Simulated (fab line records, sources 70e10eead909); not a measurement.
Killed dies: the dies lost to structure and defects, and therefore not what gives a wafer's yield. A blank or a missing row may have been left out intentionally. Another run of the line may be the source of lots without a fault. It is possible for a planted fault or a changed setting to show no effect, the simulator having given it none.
Matching of chambers ; flow nand-harc ; NHARC_A_STAIRCASE_DEP_325 on pecvd-01 has 3 sister chambers
The step deposits SiO2, target thk 3800 nm. 6 wafers are shown with their chamber, then 8 later ones without.

== EACH WAFER AND ITS CHAMBER ==
wafer;chamber;heater-power-w (W)
L086.2;2;620
L086.6;2;528
L090.2;0;796
L090.3;1;639
L090.6;1;520
L089.1;0;799

== WAFERS MISSING THEIR CHAMBER ==
wafer;heater-power-w (W)
L089.4;645
L089.5;517
L094.2;632
L094.3;560
L094.5;520
L097.1;654
L097.5;606
L097.6;530

== WHICH CHAMBER EACH WENT THROUGH ==
wafer;from the rows above;in truth
L089.4;can't be placed: 1 or 2 or 0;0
L089.5;can't be placed: 2 or 1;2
L094.2;can't be placed: 1 or 2 or 0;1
L094.3;can't be placed: 2 or 1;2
L094.5;can't be placed: 2 or 1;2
L097.1;can't be placed: 1 or 2 or 0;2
L097.5;can't be placed: 1 or 2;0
L097.6;can't be placed: 2 or 1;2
0 of 8 placed correctly. Can't be placed from these rows: 8 (the true chamber is among the candidates in 7). Number placed wrongly: 0.
How it was worked out, from the rows above alone: a wafer's distance from a chamber is the root of the sum, over the readings, of the square of ((its reading less the chamber's mean) divided by the reading's scatter). The wafer belongs to the nearest chamber; if the next one is less than 2 further off, it can't be placed. For every chamber, the mean is computed from those of its wafers that are shown. How the scatter is found: for the shown wafers, subtract from each reading the mean of its chamber, square and add these, divide the total by (wafers less chambers), then take the root.
